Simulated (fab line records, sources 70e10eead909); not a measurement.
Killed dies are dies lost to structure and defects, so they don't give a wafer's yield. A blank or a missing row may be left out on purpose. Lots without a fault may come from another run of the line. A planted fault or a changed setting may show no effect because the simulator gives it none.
fab line records | flow nand_harc
record lots=6 wafers=17 last_day=33
route steps=1302 shown P_M2@338 P_BONDPAD@351 END@1302
lots that met no fault: from a run of the same line without faults
start_h: hours from the record's first day to the start of the lot's first wafer shown | wait_h: hours since the lot's step before | " the same as in the row above | L1.1+2: a row that stands for several wafers | - no value, or no start given | * or withheld: withheld | < > ~ a bound
route shown NAME@n: a module of which the file shows steps, and the number in the route of the first | usual: mean/standard deviation of fault-free wafers | same: alike in all rows | chamber/n: place in a boat | sites: the reading at each site | _std_site: their standard deviation | _edge_site: outer sites' mean less inner sites' | radius_mm: how far each site lies from the wafer's centre | mask NAME#n: copy n | behind: the tool/chamber that last shaped the wafer | hold: why the lot was held/for how many hours/how that ended | device: the transistor (n, p or np) that didn't switch | end of line: the same wafers' tests at the end of the route | a step without rows: its recipe alone | killed: dies lost to structure and defects at the first sort, not the wafer's yield | map: a wafer's dies, x killed, . not, _ none there
set.NAME: the setting as run; set.NAME@STEP: as run at that earlier step | model.NAME: the simulator's own value behind a step, which no gauge read
lots at some steps of the route; a table a step, a row a wafer
services: from which hour (start_h, from the record's first day; less than 0 if before it) a tool's chamber was out of use, for how many hours, and why
## steps
# step NHARC_P_M2_DEGAS_29
# recipe temp_c=250 time_s=60
# usual heater_power_w=320/25
# columns lot.wafer tool chamber start_h wait_h heater_power_w
L610.1 pvd_sputter-03 - 190.86 - 307
L610.3 " - " " 287
L610.4 " - " " 322
L611.2 pvd_sputter-02 - 199.71 - 311
L611.3 " - " " 340
L611.5 " - " " 322
L615.6 pvd_sputter-02 - 241.71 - 335
L615.5 " - " " 283
L620.2 pvd_sputter-03 - 294.14 - 303
L620.4 " - " " 321
L620.5 " - " " 312
L625.4 pvd_sputter-01 - 337.77 - 356
L625.6 " - " " 362
L625.5 " - " " 328
L626.4 pvd_sputter-02 - 355.34 - 268
L626.3 " - " " 332
L626.1 " - " " 333
# step NHARC_P_M2_PRE_CLEAN_30
# recipe time_s=30 temp_c=280 gas=H2/He
# step NHARC_P_M2_PVD_20
# recipe target_thk_a=50 bias_v=168.6 power_w=15000 chamber_pressure_pa=0.12 time_s=8.06 substrate_temp_c=50 material=TaN
# usual throttle_valve_pct=30.0/0.95
# columns lot.wafer tool chamber start_h wait_h throttle_valve_pct
L610.3 pvd_sputter-03 - - - 28.7
L610.1 " - " " 29.0
L610.4 " - " " 29.8
L611.2 pvd_sputter-02 - - - 31.5
L611.3 " - " " 28.7
L611.5 " - " " 31.4
L615.6 pvd_sputter-02 - - - 31.1
L615.5 " - " " 31.1
L620.2 pvd_sputter-03 - - - 28.5
L620.4 " - " " 29.4
L620.5 " - " " 28.4
L625.4 pvd_sputter-01 - - - 29.5
L625.5 " - " " 30.0
L625.6 " - " " 29.7
L626.1 pvd_sputter-02 - - - 30.6
L626.3 " - " " 30.0
L626.4 " - " " 28.3
# step NHARC_P_M2_PVD_21
# recipe target_thk_a=300 chamber_pressure_pa=5 power_w=5000 substrate_temp_c=30 time_s=20.49 material=Cu
# step NHARC_P_M2_ECD_22
# recipe target_thk_a=4000 bath_temp_c=25 material=Cu
# step NHARC_P_M2_ANNEAL_31
# recipe temp_c=225 time_s=90
# usual wafer_temp_C_max=225.74/0.2
# columns lot.wafer tool chamber start_h wait_h wafer_temp_C_max
L610.1 rtp_anneal-02 0 191.60 0.3 225.55
L610.3 " 0 " " 225.56
L610.4 " 0 " " 225.71
L611.2 rtp_anneal-02 0 200.51 0.3 225.35
L611.3 " 0 " " 225.93
L611.5 " 0 " " 225.73
L615.5 rtp_anneal-02 0 242.66 0.3 225.63
L615.6 " 0 " " 226.26
L620.2 rtp_anneal-01 0 294.92 - 225.84
L620.4 " 0 " " 225.82
L620.5 " 0 " " 225.53
L625.4 rtp_anneal-02 0 338.66 0.3 225.62
L625.5 " 0 " " 225.66
L625.6 " 0 " " 225.98
L626.1 rtp_anneal-02 0 356.08 0.3 225.58
L626.3 " 0 " " 225.74
L626.4 " 0 " " 225.71
# step NHARC_P_M2_CMP_23
# recipe t_overpolish_s=20 target_thk_nm=144.3
# usual motor_current_A=12.0/1.4 time_to_endpoint_s=29.0/1.9
# columns lot.wafer tool chamber start_h wait_h motor_current_A time_to_endpoint_s
L610.4 cmp-02 1 191.97 - 9.8 28.1
L610.1 " 2 " " 11.4 29.9
L610.3 " 3 " " 9.8 29.8
L611.3 cmp-01 3 200.80 - 13.1 31.2
L611.2 " 0 " " 14.6 26.0
L611.5 " 0 " " 14.1 26.7
L615.5 cmp-01 2 242.91 - 12.6 27.1
L615.6 " 3 " " 12.9 27.0
L620.4 cmp-02 0 295.21 - 13.1 28.6
L620.2 " 2 " " 11.5 30.8
L620.5 " 1 " " 10.2 29.3
L625.4 cmp-03 2 338.85 - 10.4 28.7
L625.6 " 2 " " 10.7 27.9
L625.5 " 3 " " 12.2 25.5
L626.1 cmp-01 1 356.43 - 11.3 29.1
L626.3 " 2 " " 12.5 28.3
L626.4 " 3 " " 13.4 30.3
# step NHARC_P_M2_THK_MEAS_24
# recipe thk_meas_gauge=xrf
# usual thk_nm=144.4/1.4
# columns lot.wafer tool chamber start_h wait_h thk_nm
L610.1 film_metro-01 - 192.26 - 143.4
L610.3 " - " " 144.4
L610.4 " - " " 143.0
L611.2 film_metro-02 - 201.12 - 145.2
L611.3 " - " " 147.4
L611.5 " - " " 147.1
L615.5 film_metro-01 - 243.11 - 143.9
L615.6 " - " " 143.7
L620.2 film_metro-01 - 295.53 - 143.3
L620.4 " - " " 143.4
L620.5 " - " " 142.3
L625.4 film_metro-02 - 339.17 - 149.2
L625.5 " - " " 145.0
L625.6 " - " " 147.0
L626.1 film_metro-01 - 356.74 - 142.4
L626.3 " - " " 144.8
L626.4 " - " " 144.3
# step NHARC_P_M2_SRD_25
# step NHARC_P_M2_INSPECT_27
# usual raw_defect_count=323/140
# columns lot.wafer tool chamber start_h wait_h raw_defect_count
L610.1 defect_inspect-01 - 192.42 0.0 341
L610.3 " - " " 377
L610.4 " - " " 238
L611.2 defect_inspect-01 - 201.27 0.0 521
L611.3 " - " " 457
L611.5 " - " " 471
L615.5 defect_inspect-01 - 243.27 0.0 325
L615.6 " - " " 321
L620.2 defect_inspect-02 - 295.68 0.0 359
L620.4 " - " " 455
L620.5 " - " " 906
L625.4 defect_inspect-02 - 339.33 0.0 274
L625.5 " - " " 544
L625.6 " - " " 620
L626.1 defect_inspect-01 - 356.90 0.0 261
L626.3 " - " " 289
L626.4 " - " " 296
# step NHARC_P_M2_PRE_CLEAN_32
# recipe time_s=12 temp_c=370 rf_power_w=300 gas=NH3
# step NHARC_P_M2_DEP_33
# recipe target_thk_a=300 temp_c=370 target_thk_nm=30 pressure_torr=3 flow_sccm=200 rf_w=450 material=SiCN
# usual heater_power_w=582/64 rf_fwd_power_W=449.1/1.3
# columns lot.wafer tool chamber start_h wait_h heater_power_w rf_fwd_power_W
L610.3 pecvd-04 2 192.61 0.1 547 447.7
L610.1 " 0 " " 660 447.7
L610.4 " 0 " " 534 447.2
L611.2 pecvd-04 1 201.46 0.1 675 378.0
L611.3 " 2 " " 515 377.5
L611.5 " 2 " " 530 379.7
L615.6 pecvd-04 2 243.71 0.3 584 374.8
L615.5 " 1 " " 672 377.6
L620.2 pecvd-03 0 295.87 0.1 592 450.9
L620.4 " 0 " " 601 446.2
L620.5 " 1 " " 455 447.2
L625.6 pecvd-01 0 339.60 0.2 630 449.5
L625.4 " 1 " " 649 448.9
L625.5 " 2 " " 571 447.4
L626.1 pecvd-01 1 357.05 0.1 697 448.3
L626.3 " 2 " " 608 449.3
L626.4 " 2 " " 617 449.9
# step NHARC_P_BONDPAD_DEP_00
# recipe target_thk_a=2500 temp_c=370 target_thk_nm=250 pressure_torr=3 flow_sccm=200 rf_w=450 material=SiCN
# usual heater_power_w=576/59 rf_fwd_power_W=448.8/1.4
# columns lot.wafer tool chamber start_h wait_h heater_power_w rf_fwd_power_W
L610.3 pecvd-04 1 - - 681 448.4
L610.1 " 2 " " 578 450.3
L610.4 " 2 " " 568 447.1
L611.2 pecvd-03 0 201.83 - 632 449.1
L611.3 " 1 " " 488 448.8
L611.5 " 1 " " 489 450.5
L615.5 pecvd-03 1 244.13 0.3 488 448.8
L615.6 " 2 " " 545 452.5
L620.2 pecvd-01 1 296.36 - 721 449.4
L620.4 " 2 " " 524 450.4
L620.5 " 1 " " 570 451.3
L625.4 pecvd-04 0 340.02 - 569 446.8
L625.6 " 1 " " 591 449.0
L625.5 " 2 " " 568 449.4
L626.1 pecvd-04 0 357.51 - 576 450.5
L626.3 " 1 " " 583 446.2
L626.4 " 2 " " 529 448.8
# step NHARC_END_SORT_01
# recipe temp_c=25
# usual defect_limited_yield=90.1/2.4 killed_at_array=62/16 killed_at_other=0.8/1.1 killed_at_periphery=4/3.2 killed_dies=67/16 killed_open=3.5/1.9 killed_short=2.1/1.5
# same gross_dies=677
# columns lot.wafer tool chamber start_h wait_h defect_limited_yield[%] killed_at_array killed_at_other killed_at_periphery killed_dies killed_open killed_short
L610.1 prober-01 0 631.23 2.5 89.8 64 3 2 69 4 5
L610.3 prober-01 0 632.82 3.1 91.4 51 3 4 58 2 0
L610.4 prober-01 0 633.62 3.4 89.8 60 1 8 69 3 2
L611.2 prober-02 0 632.07 2.8 89.4 69 1 2 72 1 0
L611.3 prober-02 0 632.87 3.1 88.6 72 1 4 77 3 1
L611.5 prober-02 0 634.48 3.7 86.1 93 0 1 94 6 2
# killed by level:class
L610.1 A_CHANNEL_HOLE_D1:chamber_film_flake=29 A_CHANNEL_HOLE_D2:chamber_film_flake=15 A_CONTACT:chamber_film_flake=3 THIN_TSV:chamber_film_flake=3 A_CHANNEL_FILL_D2:geometric_particle:short=2 A_SGD_CUT:geometric_particle:open=2 A_ZERO_WELL:chamber_film_flake=2 A_WL_FILL:chamber_film_flake=2
L611.2 A_SLIT:chamber_film_flake=28 A_CHANNEL_HOLE_D2:chamber_film_flake=27 A_CHANNEL_HOLE_D1:chamber_film_flake=4 A_CONTACT:chamber_film_flake=3 P_ZERO_WELL:chamber_film_flake=2 A_CHANNEL_FILL_D2:chamber_film_flake=2 A_WL_FILL:chamber_film_flake=2 A_M0:geometric_particle:open=1
L610.3 A_CHANNEL_HOLE_D1:chamber_film_flake=30 A_CHANNEL_HOLE_D2:chamber_film_flake=16 P_CONTACT:chamber_film_flake=3 THIN_TSV:chamber_film_flake=3 A_WL_FILL:chamber_film_flake=2 P_CONTACT:geometric_particle:open=1 A_WL_FILL:geometric_particle:open=1 A_STAIRCASE:chamber_film_flake=1
L611.3 A_SLIT:chamber_film_flake=29 A_CHANNEL_HOLE_D2:chamber_film_flake=29 A_ZERO_WELL:chamber_film_flake=3 P_ZERO_WELL:chamber_film_flake=2 A_CHANNEL_HOLE_D1:chamber_film_flake=2 A_CHANNEL_FILL_D2:chamber_film_flake=2 A_WL_FILL:chamber_film_flake=2 A_CONTACT:chamber_film_flake=2
L610.4 A_CHANNEL_HOLE_D1:chamber_film_flake=30 A_CHANNEL_HOLE_D2:chamber_film_flake=16 P_CONTACT:chamber_film_flake=4 A_CONTACT:chamber_film_flake=4 A_WL_FILL:chamber_film_flake=4 A_ZERO_WELL:chamber_film_flake=2 P_GATE:geometric_particle:open=1 P_CONTACT:geometric_particle:open=1
L611.5 A_CHANNEL_HOLE_D2:chamber_film_flake=40 A_SLIT:chamber_film_flake=35 A_CONTACT:chamber_film_flake=4 A_CHANNEL_HOLE_D1:chamber_film_flake=3 A_ONON_D2:geometric_particle:short=2 P_M1:geometric_particle:open=1 A_CHANNEL_FILL_D1:geometric_particle:open=1 A_DECK1_JOINT:geometric_particle:open=1
## services
# columns tool chamber start_h hours kind
pvd_sputter-03 - 171.19 10.0 pm
pecvd-03 - 185.22 13.0 pm
cmp-01 - 185.50 4.0 pm
pvd_sputter-02 - 197.83 1.6 repair
pvd_sputter-03 - 202.50 3.1 repair
pecvd-04 - 209.12 1.7 repair
cmp-02 - 217.06 1.8 repair
pvd_sputter-03 - 226.13 62.7 repair
cmp-02 - 232.73 4.0 pm
pvd_sputter-01 - 234.52 10.0 pm
pecvd-04 0 240.51 14.3 repair
cmp-03 - 256.75 0.4 repair
cmp-02 - 266.57 1.0 repair
pecvd-04 - 266.87 1.1 repair
pecvd-04 - 269.99 13.0 pm
pvd_sputter-02 - 282.03 10.0 pm
cmp-01 - 283.50 4.0 pm
pecvd-04 0 309.54 7.7 repair
pecvd-01 - 311.68 13.0 pm
pvd_sputter-01 - 316.25 6.1 repair
cmp-02 - 326.50 0.5 repair
cmp-02 - 330.73 4.0 pm
cmp-02 - 343.25 10.6 repair
pvd_sputter-03 - 349.19 10.0 pm
## key
first_sign step=NHARC_P_M2_DEP_33 reading=rf_fwd_power_W direction=down sigmas=53 usual=* struck=*
effect none on later readings
met_at NHARC_P_M2_DEP_33
struck_wafers L611.2,L611.3,L611.5,L615.5,L615.6
rows_end L615.5,L615.6
onset_between 192.61 201.46
fault kind=process_parameter_drift tool=pecvd-04 chamber=- onset_h=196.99 steps=NHARC_P_M2_DEP_33 channel=rf_w offset=* shape=step acts_in=* stated=*
# rows_end: these wafers met a further fault down the route, and their rows from its step on are left out
